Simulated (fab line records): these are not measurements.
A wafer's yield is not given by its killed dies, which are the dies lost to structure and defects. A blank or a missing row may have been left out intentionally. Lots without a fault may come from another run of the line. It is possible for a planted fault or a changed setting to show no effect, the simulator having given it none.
Which of the tools did it? + flow nandHarc + Sampling: 10 lots, 30 wafers, 7 of 1302 route steps

## WHAT THE GAUGES READ, wafer by wafer
NHARC_P_CONTACT_CD_MEAS_12: target cd 90 nm. Usual: cdNm at 89.3 nm, with a standard deviation of 0.75.
| lot  | measured     | on       | cdNm (nm)      | flag |
|------|--------------|----------|----------------|------|
| L693 | day 6 02:41  | cdSem-02 | 89.3 89.5 89.5 |      |
| L694 | day 6 09:07  | cdSem-01 | 88.6 89.1 88.7 |      |
| L695 | day 7 00:29  | cdSem-03 | 89.4 89.4 88.0 |      |
| L699 | day 8 09:28  | cdSem-02 | 89.6 89.3 89.5 |      |
| L702 | day 9 14:30  | cdSem-02 | 89.5 89.4 89.0 |      |
| L703 | day 10 01:49 | cdSem-01 | 90.4 88.6 90.0 |      |
| L704 | day 10 15:04 | cdSem-02 | 90.2 89.6 89.4 |      |
| L714 | day 15 00:44 | cdSem-03 | 89.5 89.3 88.1 |      |
| L715 | day 15 03:34 | cdSem-01 | 89.9 89.4 89.5 |      |
| L716 | day 15 14:28 | cdSem-01 | 89.5 89.9 88.3 |      |

NHARC_P_M0_CD_MEAS_09: target cd 90 nm. Usual: cdNm at 90.0 nm, with a standard deviation of 0.76.
| lot  | measured     | on       | cdNm (nm)                     | flag |
|------|--------------|----------|-------------------------------|------|
| L693 | day 6 06:50  | cdSem-03 | 90.8 89.9 89.9                |      |
| L694 | day 6 13:17  | cdSem-02 | 91.1 91.5 91.4                |      |
| L695 | day 7 04:31  | cdSem-03 | 90.5 89.8 90.3                |      |
| L699 | day 8 13:38  | cdSem-02 | 90.9 89.8 89.8                |      |
| L702 | day 9 18:42  | cdSem-01 | 91.1 90.6 90.5                |      |
| L703 | day 10 05:51 | cdSem-01 | 91.0 90.5 91.1                |      |
| L704 | day 10 19:16 | cdSem-01 | 90.3 89.8 89.7                |      |
| L714 | day 15 04:48 | cdSem-02 | 86.3 87.0 86.6 86.6 87.2 86.7 | OFF  |
| L715 | day 15 07:38 | cdSem-02 | 87.8 87.3 87.0 88.2 87.2 87.0 | OFF  |
| L716 | day 15 18:37 | cdSem-03 | 91.4 90.7 90.0                |      |

NHARC_P_M0_CD_MEAS_16. Usual: cdNm at 90.1 nm, with a standard deviation of 0.95.
| lot  | measured     | on       | cdNm (nm)      | flag |
|------|--------------|----------|----------------|------|
| L693 | day 6 07:20  | cdSem-01 | 90.9 89.5 89.3 |      |
| L694 | day 6 13:47  | cdSem-02 | 91.3 92.0 91.9 |      |
| L695 | day 7 05:01  | cdSem-03 | 91.0 90.9 89.6 |      |
| L699 | day 8 14:07  | cdSem-01 | 90.2 90.9 90.2 |      |
| L702 | day 9 19:11  | cdSem-02 | 91.6 89.4 90.3 |      |
| L703 | day 10 06:28 | cdSem-01 | 90.9 91.0 89.9 |      |
| L704 | day 10 19:45 | cdSem-02 | 89.3 89.5 89.0 |      |
| L714 | day 15 08:53 | cdSem-03 | 88.2 86.6 87.9 |      |
| L715 | day 15 09:58 | cdSem-01 | 87.8 88.3 86.7 |      |
| L716 | day 15 19:14 | cdSem-03 | 91.9 90.7 91.1 |      |

NHARC_END_SORT_01. Usual: defectLimitedYield 91.4 %, standard deviation 2.4; killedAtArray 54, standard deviation 17; killedAtOther 0.7, standard deviation 1; killedAtPeriphery 3.7, standard deviation 2.9; killedDies 58, standard deviation 16; killedOpen 3.2, standard deviation 1.9; killedShort 2.2, standard deviation 1.5; sort_bin_2_pct 3.1 %, standard deviation 1.1; sort_bin_3_pct 0.6 %, standard deviation 0.33; sort_bin_4_pct 4.9 %, standard deviation 1.4; sortNPass 619, standard deviation 16; sortRimYieldPct 94 %, standard deviation 3.8; sortYieldPct 91.4 %, standard deviation 2.4.
| lot  | measured     | on        | defectLimitedYield (%) | killedAtArray | killedAtOther | killedAtPeriphery | killedDies | killedOpen | killedShort | sort_bin_2_pct (%) | sort_bin_3_pct (%) | sort_bin_4_pct (%) | sortNPass | sortRimYieldPct (%) | sortYieldPct (%) | flag |
|------|--------------|-----------|------------------------|---------------|---------------|-------------------|------------|------------|-------------|--------------------|--------------------|--------------------|-----------|---------------------|------------------|------|
| L704 | day 29 03:12 | prober-01 | 92.8                   | 43            | 0             | 6                 | 49         | 1          | 3           | 2.2                | 0.6                | 4.4                | 628       | 95                  | 92.8             |      |

## WHICH TOOL RAN EACH LOT (tool, then ch and the chambers of the sampled wafers, then the start)
| lot  | NHARC_P_CONTACT_ETCH_36                      | NHARC_P_CONTACT_ETCH_18                      | NHARC_P_M0_EXPOSE_06              |
|------|----------------------------------------------|----------------------------------------------|-----------------------------------|
| L693 | rieDiel-12 ch 0,1,3, day 6 06:42 or earlier  | rieDiel-12 ch 1,2,3, day 6 06:42 or earlier  | arfiScanner-03 ch 0, day 6 06:42  |
| L694 | rieDiel-07 ch 1,2, day 6 13:08 or earlier    | rieDiel-07 ch 0,2, day 6 13:08 or earlier    | arfiScanner-02 ch 0, day 6 13:08  |
| L695 | rieDiel-12 ch 0,1,3, day 7 04:23 or earlier  | rieDiel-12 ch 2,3, day 7 04:23 or earlier    | arfiScanner-02 ch 0, day 7 04:23  |
| L699 | rieDiel-03 ch 0,1,2, day 8 13:30 or earlier  | rieDiel-03 ch 1,2,3, day 8 13:30 or earlier  | arfiScanner-03 ch 0, day 8 13:30  |
| L702 | rieDiel-03 ch 0,2,3, day 9 18:34 or earlier  | rieDiel-03 ch 0,1,3, day 9 18:34 or earlier  | arfiScanner-01 ch 0, day 9 18:34  |
| L703 | rieDiel-12 ch 2,3, day 10 05:43 or earlier   | rieDiel-12 ch 2,3, day 10 05:43 or earlier   | arfiScanner-01 ch 0, day 10 05:43 |
| L704 | rieDiel-12 ch 2,3, day 10 19:08 or earlier   | rieDiel-12 ch 0,1,3, day 10 19:08 or earlier | arfiScanner-03 ch 0, day 10 19:08 |
| L714 | rieDiel-07 ch 1,2,3, day 15 04:40 or earlier | rieDiel-07 ch 0,1,2, day 15 04:40 or earlier | arfiScanner-03 ch 0, day 15 04:40 |
| L715 | rieDiel-12 ch 0,1,3, day 15 07:29 or earlier | rieDiel-12 ch 0,2,3, day 15 07:29 or earlier | arfiScanner-03 ch 0, day 15 07:29 |
| L716 | rieDiel-07 ch 0,1,3, day 15 18:29 or earlier | rieDiel-07 ch 0,2,3, day 15 18:29 or earlier | arfiScanner-01 ch 0, day 15 18:29 |
- NHARC_P_CONTACT_ETCH_36: etches the open film in N2/H2, target depth 260 nm, time 406.25 s.
- NHARC_P_CONTACT_ETCH_18: etches the open film in C4F8/O2/Ar, target depth 481 nm, time 240.5 s.
- NHARC_P_M0_EXPOSE_06: exposes mask P M0, target cd 90 nm.

## AS READ BY THE TOOLS THEMSELVES (means over the sampled wafers that have a number; for cases with no such wafer, the mark the record gives instead)
NHARC_P_CONTACT_ETCH_36. Usual: drypumpMotorCurrentA 5.5 A, standard deviation 0.36; mfcArSccm 0.015 sccm, standard deviation 0.014; oesProductAu 1.002 a.u., standard deviation 0.012; rfVppV 431.9 V, standard deviation 2.3; showerheadPlenumPTorr 2.09 Torr, standard deviation 0.075; throttleValvePct 14.171 %, standard deviation 0.0093.
| lot  | tool       | drypumpMotorCurrentA (A) | mfcArSccm (sccm) | oesProductAu (a.u.) | rfVppV (V) | showerheadPlenumPTorr (Torr) | throttleValvePct (%) | flag |
|------|------------|--------------------------|------------------|---------------------|------------|------------------------------|----------------------|------|
| L693 | rieDiel-12 | 5.4                      | 0.008            | 0.995               | 430.0      | 2.05                         | 14.172               |      |
| L694 | rieDiel-07 | 5.2                      | 0.016            | 0.993               | 434.0      | 2.15                         | 14.168               |      |
| L695 | rieDiel-12 | 5.5                      | 0.008            | 1.008               | 431.4      | 2.05                         | 14.173               |      |
| L699 | rieDiel-03 | 5.9                      | 0.011            | 1.007               | 430.1      | 2.02                         | 14.165               |      |
| L702 | rieDiel-03 | 5.8                      | 0.011            | 1.015               | 431.0      | 2.05                         | 14.173               |      |
| L703 | rieDiel-12 | 5.8                      | 0.017            | 1.000               | 431.8      | 2.07                         | 14.167               |      |
| L704 | rieDiel-12 | 5.8                      | 0.015            | 1.007               | 432.0      | 2.08                         | 14.175               |      |
| L714 | rieDiel-07 | 5.3                      | 0.017            | 1.003               | 433.1      | 2.16                         | 14.182               |      |
| L715 | rieDiel-12 | 5.4                      | 0.008            | 1.007               | 431.1      | 2.05                         | 14.170               |      |
| L716 | rieDiel-07 | 5.3                      | 0.021            | 0.999               | 434.2      | 2.14                         | 14.173               |      |

NHARC_P_CONTACT_ETCH_18. Usual: oesProductAu 0.966 a.u., standard deviation 0.017; rfVppV 981 V, standard deviation 5.
| lot  | tool       | oesProductAu (a.u.) | rfVppV (V) | flag |
|------|------------|---------------------|------------|------|
| L693 | rieDiel-12 | 0.967               | 982        |      |
| L694 | rieDiel-07 | 0.978               | 987        |      |
| L695 | rieDiel-12 | 0.963               | 981        |      |
| L699 | rieDiel-03 | 0.967               | 980        |      |
| L702 | rieDiel-03 | 0.982               | 980        |      |
| L703 | rieDiel-12 | 0.983               | 980        |      |
| L704 | rieDiel-12 | 0.967               | 979        |      |
| L714 | rieDiel-07 | 0.965               | 984        |      |
| L715 | rieDiel-12 | 0.962               | 977        |      |
| L716 | rieDiel-07 | 0.977               | 986        |      |

NHARC_P_M0_EXPOSE_06. Usual: exposureDoseMJCm2 at 81.28, with a standard deviation of 0.077.
| lot  | tool           | exposureDoseMJCm2 | flag |
|------|----------------|-------------------|------|
| L693 | arfiScanner-03 | 81.21             |      |
| L694 | arfiScanner-02 | 81.23             |      |
| L695 | arfiScanner-02 | 81.34             |      |
| L699 | arfiScanner-03 | 81.34             |      |
| L702 | arfiScanner-01 | 81.29             |      |
| L703 | arfiScanner-01 | 81.16             |      |
| L704 | arfiScanner-03 | 81.28             |      |
| L714 | arfiScanner-03 | 77.47             | OFF  |
| L715 | arfiScanner-03 | 78.28             | OFF  |
| L716 | arfiScanner-01 | 81.15             |      |

## THE ANSWER, worked out from the rows above alone
Rule: take the mean of a lot's wafers that have a number; if it is more than 3 standard deviations from the usual mean, the lot is off. Also off: a lot with no number at a reading for which 4 or more lots have one. Where the step has rows for the other lots, those lots are counted as sound. After the gauges, taken in route order, come the tools' own readings; for these a lot's mean is taken, as printed above. The first step at which some lot is off is used, and at that step the reading that is off furthest; a lot without a number counts as furthest.
Off at NHARC_P_M0_CD_MEAS_09 (cdNm): L714, L715.
If a tool, at a process step before that reading, ran all the lots that are off and no sound lot after the first of them, it fits. The gauges at NHARC_P_M0_CD_MEAS_09 aren't tried: what is off there is off at NHARC_P_M0_EXPOSE_06 too, on other tools, and a gauge's error can't cause that. Because NHARC_P_CONTACT_ETCH_36 lacks a start for some lots, the hours and order of its lots are taken from NHARC_P_M0_EXPOSE_06. Because NHARC_P_CONTACT_ETCH_18 lacks a start for some lots, the hours and order of its lots are taken from NHARC_P_M0_EXPOSE_06. One fits: NHARC_P_M0_EXPOSE_06 on arfiScanner-03. A fault onset in the window from L704 (day 10 19:08, its last sound lot) to L714 (day 15 04:40, its first lot off) fits.
On the lots that are off, the tool's own readings at NHARC_P_M0_EXPOSE_06 differ by more than 5 times the standard deviation of the sound lots' means, which bears it out; exposureDoseMJCm2 reads 77.88 there versus 81.25 on the sound lots.

## WHAT WAS PUT IN BY THE SIMULATOR
Process parameter drift: arfiScanner-03, from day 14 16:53 on, at NHARC_P_M0_EXPOSE_06. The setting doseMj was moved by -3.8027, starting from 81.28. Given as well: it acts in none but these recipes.
Shown lots that were struck: L714, L715. The rule above reached the same finding.
